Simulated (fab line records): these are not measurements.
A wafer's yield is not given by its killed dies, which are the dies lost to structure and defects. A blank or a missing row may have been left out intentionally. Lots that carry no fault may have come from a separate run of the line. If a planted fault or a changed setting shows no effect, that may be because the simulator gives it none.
Problem report, 8D (eight disciplines) form, completed by code -- flow nand-harc -- the parts of the form that need people (team, actions taken, sign-off) are left out

## 1. THE ISSUE
Wafers without a fault read 63.4 s, standard deviation 0.39; run-length-s at NHARC_A_CONTACT_ETCH_50 reads a mean of 57.5 s on 2 wafers belonging to 2 lots. That is -15 standard deviations from the usual mean.
The step: etches the open film in CF4/CHF3, target depth 84.7 nm, time 42.4 s.
The first sign was on wafer L390.3 at day 19 14:11, on rie-diel-03. The record has a number at this step for 36 wafers belonging to 12 lots. By rule, "out" or "out of limits" means more than 4 standard deviations away from the usual mean. Any other wafer with a number is counted as sound.

## 2. WHAT IT IS; WHAT IT IS NOT
question,is,is not
which readings at this step,run-length-s,"drypump-motor-current-A, oes-product-au, rf-vpp-V, showerhead-plenum-p-Torr, throttle-valve-pct"
which lots,"L390, L391","L374, L375, L377, L378, L381, L382, L383, L385, L388, L393"
which wafers of those lots,"L390.3, L391.3","L390.2, L390.6, L391.2, L391.5"
read on which tools,rie-diel-03,"rie-diel-08, rie-diel-13"
when,from day 19 14:11,"up to then (29 sound wafers); but 5 sound wafers of L391, L393 came after"

## 3. THE SUSPECTS, EACH WITH WHAT RULES IT OUT
Counting: any tool at a process step up to the reading remains a suspect provided it ran every lot that is out. Sound lots after the first of them don't rule it out here, since some wafers of a struck lot are sound.
- rie-diel-03 at NHARC_A_CONTACT_ETCH_50 (etches the open film in CF4/CHF3, target depth 84.7 nm, time 42.4 s): kept. It processed each lot that is out (first: L390, day 19 14:11); up to then, its last sound lot is L388 (day 19 13:34). Its own readings are out on those wafers: run-length-s.
- rie-diel-03, NHARC_A_CONTACT_ETCH_50: wafers that are out in chamber 3, sound lot-mates in chambers 0, 1, 2.
The count leaves rie-diel-03 at NHARC_A_CONTACT_ETCH_50.

## 4. THE CAUSE (what the simulator had put in)
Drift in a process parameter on rie-diel-03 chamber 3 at NHARC_A_CONTACT_ETCH_50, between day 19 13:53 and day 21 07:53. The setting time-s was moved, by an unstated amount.
After counting, this tool was the only one left.

## 5. THE EFFECT CHAIN, in route order
Each row: a reading where the mean over the struck wafers with a number is more than 3 standard deviations away from the usual. Only readings whose record carries a usual standard deviation are examined. hours: median over the lots of the time between each lot's start at the first step of this table that gives one and its start at this step. sigmas: the change, counted in usual standard deviations.
hours,step,reading,usual,on struck wafers,change,sigmas
0,NHARC_A_CONTACT_ETCH_50,run-length-s,63.4 s,57.5,-5.9,-15
The process steps in it:
- NHARC_A_CONTACT_ETCH_50: etches the open film in CF4/CHF3, target depth 84.7 nm, time 42.4 s.

## 6. WHAT WOULD HAVE CAUGHT IT SOONER
In this record the first reading out of limits was taken at day 19 14:11, 0 hours after the fault began at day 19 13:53.
